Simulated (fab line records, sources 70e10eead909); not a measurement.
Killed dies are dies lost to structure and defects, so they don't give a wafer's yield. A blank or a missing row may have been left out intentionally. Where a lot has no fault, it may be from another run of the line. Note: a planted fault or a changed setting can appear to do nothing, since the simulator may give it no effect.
Struck lot and sound lot, side by side | flow nand_harc | 20 out of 1302 route steps
Sound: wafers L365.2, L365.3, L365.4. The struck wafers were L369.1, L369.5, L369.6. The cause is given at the end.
For every step that has rows: the tool of each side, followed by ch and its chambers, followed by its first start. Under that, the readings that differ: sound wafers | struck wafers | difference of the means | sigmas: that difference in standard deviations of wafers without a fault.
alike: readings whose means differ by less than 2 such deviations, and words and numbers that are the same on both sides. not compared: withheld readings, readings that some wafer has no value for, bounds like >300 that may hide the same value, and numbers for which the record gives no deviation and whose values overlap.
A row with sigmas, a row that says differs or no value, or rows on one side alone: a step with any of these is where the two part. Numbers that have no deviation but don't overlap get no sigmas and don't part them. A reading that every wafer of one side lacks parts them only if that side has two wafers or more.

NHARC_P_GATE_ALD_36: deposits SiNx, target thk 20 nm, pulse time 60 s, ald cycles 223.
  sound on ald_sin-03 ch 0,2,3, day 11 01:59; struck on ald_sin-02 ch 0,2,3, day 12 10:45
  alike: heater_power_w, precursor_pulse_height_rel
NHARC_P_GATE_ETCHBACK_37: etches the open film in CHF3/O2, target depth 34.5 nm, time 17.2 s.
  sound on rie_diel-04 ch 1,2,3; struck on rie_diel-11 ch 1,2,3
  alike: chamber_pressure_mTorr, drypump_motor_current_A, mfc_ar_sccm, o2_flow_sccm, oes_product_au, rf_vpp_V, showerhead_plenum_p_Torr, throttle_valve_pct
  not compared: rf_hours_counter_h
NHARC_P_GATE_STRIP_101: strips in O2, time 20 s.
  sound on rie_diel-04 ch 0,1,3, day 11 10:32; struck on rie_diel-11 ch 1,2,3, day 12 18:11
  alike: chamber_pressure_mTorr, drypump_motor_current_A, mfc_ar_sccm, o2_flow_sccm, oes_product_au, rf_vpp_V, showerhead_plenum_p_Torr, throttle_valve_pct
  not compared: rf_hours_counter_h
then, 9 steps without rows for these wafers: NHARC_P_GATE_PRECLEAN_97 (cleans in SPM, time 600 s); NHARC_P_GATE_SRD_98; NHARC_P_GATE_PRECLEAN_99 (cleans in SC1); NHARC_P_GATE_SRD_100; NHARC_P_GATE_DEHYDRATE_38 (time 120 s); NHARC_P_GATE_HMDS_39 (time 30 s); NHARC_P_GATE_COAT_40; NHARC_P_GATE_SOFTBAKE_41 (time 95 s); NHARC_P_GATE_EBR_42.
NHARC_P_GATE_EXPOSE_43: exposes mask P NSD, target cd 720 nm.
  sound on krf_scanner-04 ch 0, day 11 11:11; struck on krf_scanner-04 ch 0, day 12 18:57
  reading              | sound                | struck               | difference | sigmas
  exposure_dose_mJ_cm2 | 14.800 14.810 14.802 | 13.426 13.435 13.417 | -1.378     | -99 or more
  alike: mask
then, 2 steps without rows for these wafers: NHARC_P_GATE_PEB_44 (peb time 85 s); NHARC_P_GATE_DEVELOP_45 (time 70 s).
NHARC_P_GATE_CD_MEAS_46: the cd target is 720 nm.
  sound on cd_sem-02 ch 0, day 11 11:20; struck on cd_sem-02 ch 0, day 12 19:07
  reading    | sound             | struck            | difference | sigmas
  cd_nm (nm) | 718.4 718.9 718.6 | 703.0 700.4 702.7 | -16.6      | -9
then, 1 step without rows for these wafers: NHARC_P_GATE_HARDBAKE_47 (time 80 s).
NHARC_P_GATE_DESCUM_48: chemistry O2, time 3 s.
  sound on rie_diel-11 ch 0,1,3, day 11 11:29; struck on rie_diel-04 ch 2,3, day 12 19:16
  reading                 | sound             | struck            | difference | sigmas
  model.P_GATE.cd_nm (nm) | 718.2 718.9 719.3 | 703.1 700.7 702.9 | -16.6      |
  alike: chamber_pressure_mTorr, drypump_motor_current_A, mfc_ar_sccm, o2_flow_sccm, oes_product_au, rf_vpp_V, showerhead_plenum_p_Torr, throttle_valve_pct
  not compared: rf_hours_counter_h
after that, 1 step had no rows for these wafers: NHARC_P_GATE_IMPLANT_49.
-- the record jumps here: 18 days lie between the struck wafers' starts before and after (it left off in module P_GATE and takes up again in module END, whose first step shown is number 1302 of the route) --
NHARC_END_SORT_01:
  sound on prober-01 ch 0, day 30 21:39; struck on prober-02 ch 0, day 31 00:36
  reading             | sound | struck   | difference | sigmas
  killed_at_other     | 5 3 5 | 1 0 1    | -4         | -3
  killed_at_periphery | 0 3 3 | 14 11 13 | +11        | +3
  alike: killed_at_array, killed_dies, killed_open, killed_short

WHERE THEY PART
First at NHARC_P_GATE_EXPOSE_43; last, within this record, at NHARC_END_SORT_01.

WHY: what had been put in by the simulator
Process parameter drift: krf_scanner-04, from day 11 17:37 on, at NHARC_P_GATE_EXPOSE_43. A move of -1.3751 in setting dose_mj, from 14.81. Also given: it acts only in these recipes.
